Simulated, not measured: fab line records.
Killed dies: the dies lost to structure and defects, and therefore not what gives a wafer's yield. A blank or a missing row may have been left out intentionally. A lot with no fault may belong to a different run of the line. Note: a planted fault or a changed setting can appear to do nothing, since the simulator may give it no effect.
Split-lot study :: flow n5Finfet :: route with 1938 steps; 7 lots, 21 wafers read

== THE SPLIT ITSELF ==
At N5_BEOL_M7_EXPOSE_08 (exposes mask M7), the setting doseMj was moved away from the recipe's 68.25 on 4 of the 21 wafers read, by -4.1% to +2.5%. For the rest of the wafers, this setting stayed at what the recipe calls for.

== FROM THE SPLIT TO THE READING: what the file shows between them, 14 steps ==
- N5_BEOL_M7_PEB_09: peb time 60 s
- N5_BEOL_M7_DEVELOP_10: develop time 30 s
- N5_BEOL_M7_DESCUM_16: chemistry O2, time 7.9 s
- N5_BEOL_M7_ETCH_61: etches SiARC in CF4, target depth 45.5 nm, time 75.8 s
- N5_BEOL_M7_ETCH_62: etches SOC in N2/H2, target depth 110 nm, overetch 22 nm, time 165 s
- N5_BEOL_M7_STRIP_68: strips in N2/H2
- N5_BEOL_M7_STRIP_67: strips in CF4
- N5_BEOL_M7_HM_OPEN_17: chemistry Cl2/BCl3, target TiN, target depth 20 nm, overetch 6 nm
- N5_BEOL_M7_STRIP_19: strips in O2
- N5_BEOL_M7_CD_MEAS_18: pitch 80 nm, target cd 40 nm
- N5_BEOL_M7_COAT_63: time 60 s, resist thk 60 nm
- N5_BEOL_M7_COAT_64: time 60 s, resist thk 12 nm
- N5_BEOL_M7_PRECLEAN_42: cleans in residue remover, time 60 s
- N5_BEOL_M7_SRD_43: time 30 s

== THE READING ==
cdNm (nm) at N5_BEOL_M7_CD_MEAS_35, where the cd target is 40 nm. Fault-free wafers of this fab line usually give 39.9 nm, standard deviation 0.59 nm.

wafer: L078.2
tool, chamber at the split: arfiScanner-03, 0
doseMj as run: 68.25
against the recipe: recipe
cdNm, nm: 40.5
against lot-mates on the recipe: -

wafer: L078.4
tool, chamber at the split: arfiScanner-03, 0
doseMj as run: 68.25
against the recipe: recipe
cdNm, nm: 40.4
against lot-mates on the recipe: -

wafer: L078.5
tool, chamber at the split: arfiScanner-03, 0
doseMj as run: 65.42
against the recipe: -4.1%
cdNm, nm: 37.4
against lot-mates on the recipe: -3.1

wafer: L080.1
tool, chamber at the split: arfiScanner-02, 0
doseMj as run: 68.25
against the recipe: recipe
cdNm, nm: 40.9
against lot-mates on the recipe: -

wafer: L080.4
tool, chamber at the split: arfiScanner-02, 0
doseMj as run: 68.25
against the recipe: recipe
cdNm, nm: 40.7
against lot-mates on the recipe: -

wafer: L080.6
tool, chamber at the split: arfiScanner-02, 0
doseMj as run: 68.25
against the recipe: recipe
cdNm, nm: 40.7
against lot-mates on the recipe: -

wafer: L084.1
tool, chamber at the split: arfiScanner-02, 0
doseMj as run: 69.98
against the recipe: +2.5%
cdNm, nm: 40.2
against lot-mates on the recipe: +1.0

wafer: L084.3
tool, chamber at the split: arfiScanner-02, 0
doseMj as run: 69.98
against the recipe: +2.5%
cdNm, nm: 41.1
against lot-mates on the recipe: +1.9

wafer: L084.4
tool, chamber at the split: arfiScanner-02, 0
doseMj as run: 68.25
against the recipe: recipe
cdNm, nm: 39.2
against lot-mates on the recipe: -

wafer: L083.2
tool, chamber at the split: arfiScanner-03, 0
doseMj as run: 66.27
against the recipe: -2.9%
cdNm, nm: 38.4
against lot-mates on the recipe: -1.4

wafer: L083.3
tool, chamber at the split: arfiScanner-03, 0
doseMj as run: 68.25
against the recipe: recipe
cdNm, nm: 39.7
against lot-mates on the recipe: -

wafer: L083.6
tool, chamber at the split: arfiScanner-03, 0
doseMj as run: 68.25
against the recipe: recipe
cdNm, nm: 39.8
against lot-mates on the recipe: -

wafer: L087.3
tool, chamber at the split: arfiScanner-02, 0
doseMj as run: 68.25
against the recipe: recipe
cdNm, nm: 38.3
against lot-mates on the recipe: -

wafer: L087.4
tool, chamber at the split: arfiScanner-02, 0
doseMj as run: 68.25
against the recipe: recipe
cdNm, nm: 38.6
against lot-mates on the recipe: -

wafer: L087.6
tool, chamber at the split: arfiScanner-02, 0
doseMj as run: 68.25
against the recipe: recipe
cdNm, nm: 39.3
against lot-mates on the recipe: -

wafer: L095.1
tool, chamber at the split: arfiScanner-01, 0
doseMj as run: 68.25
against the recipe: recipe
cdNm, nm: 39.6
against lot-mates on the recipe: -

wafer: L095.3
tool, chamber at the split: arfiScanner-01, 0
doseMj as run: 68.25
against the recipe: recipe
cdNm, nm: 39.4
against lot-mates on the recipe: -

wafer: L095.6
tool, chamber at the split: arfiScanner-01, 0
doseMj as run: 68.25
against the recipe: recipe
cdNm, nm: 39.3
against lot-mates on the recipe: -

wafer: L097.4
tool, chamber at the split: arfiScanner-02, 0
doseMj as run: 68.25
against the recipe: recipe
cdNm, nm: 39.5
against lot-mates on the recipe: -

wafer: L097.5
tool, chamber at the split: arfiScanner-02, 0
doseMj as run: 68.25
against the recipe: recipe
cdNm, nm: 39.5
against lot-mates on the recipe: -

wafer: L097.6
tool, chamber at the split: arfiScanner-02, 0
doseMj as run: 68.25
against the recipe: recipe
cdNm, nm: 40.7
against lot-mates on the recipe: -

THE FIT
A straight line over all 21 wafers: cdNm changes by +0.472 nm for each +1% of doseMj; r = +0.68; the points scatter about the line by 0.73 nm.
The same after taking each lot's own level away (the mean of its wafers on the recipe; 21 wafers): +0.621 nm for each +1%; r = +0.93; scatter 0.36 nm.
That fit puts the effect of the largest move of doseMj on the reading at 2.6 nm.
Measured against the standard deviation above, the lots' own levels, which go from 38.73 to 40.77 nm, span 3.4 times it.
So the lot-to-lot level blurs the effect unless lot-mates are compared.
Check: for one of the wafers moved furthest among these (-4.1%), held out of the fit, the line's prediction against its lot-mates is -2.17 nm. It came out at -3.05 nm against them.

== THE WHOLE CHAIN: every reading that the file lists as answering this split, in the file's order ==
step: N5_BEOL_M7_ETCH_61
what it does: etches SiARC in CF4, target depth 45.5 nm, time 75.8 s
reading: BEOL_M7.cdOffsetNm (the simulator's own value, which no gauge read)
change (the file's fit): +0.548 nm for each +1% of the setting
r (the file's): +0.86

step: N5_BEOL_M7_ETCH_62
what it does: etches SOC in N2/H2, target depth 110 nm, overetch 22 nm, time 165 s
reading: BEOL_M7.cdOffsetNm (the simulator's own value, which no gauge read)
change (the file's fit): +0.584 nm for each +1% of the setting
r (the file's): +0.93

step: N5_BEOL_M7_HM_OPEN_17
what it does: chemistry Cl2/BCl3, target TiN, target depth 20 nm, overetch 6 nm
reading: BEOL_M7.cdOffsetNm (the simulator's own value, which no gauge read)
change (the file's fit): +0.627 nm for each +1% of the setting
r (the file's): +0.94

step: N5_BEOL_M7_CD_MEAS_18
what it does: pitch 80 nm, target cd 40 nm
reading: cdNm
change (the file's fit): +0.679 nm for each +1% of the setting
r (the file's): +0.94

step: N5_BEOL_M7_CD_MEAS_35
what it does: target cd 40 nm
reading: cdNm
change (the file's fit): +0.63 nm for each +1% of the setting
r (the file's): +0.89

== FILE'S OWN FIT ==
cdNm changes by +0.63 nm for each +1% of doseMj, r = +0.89.
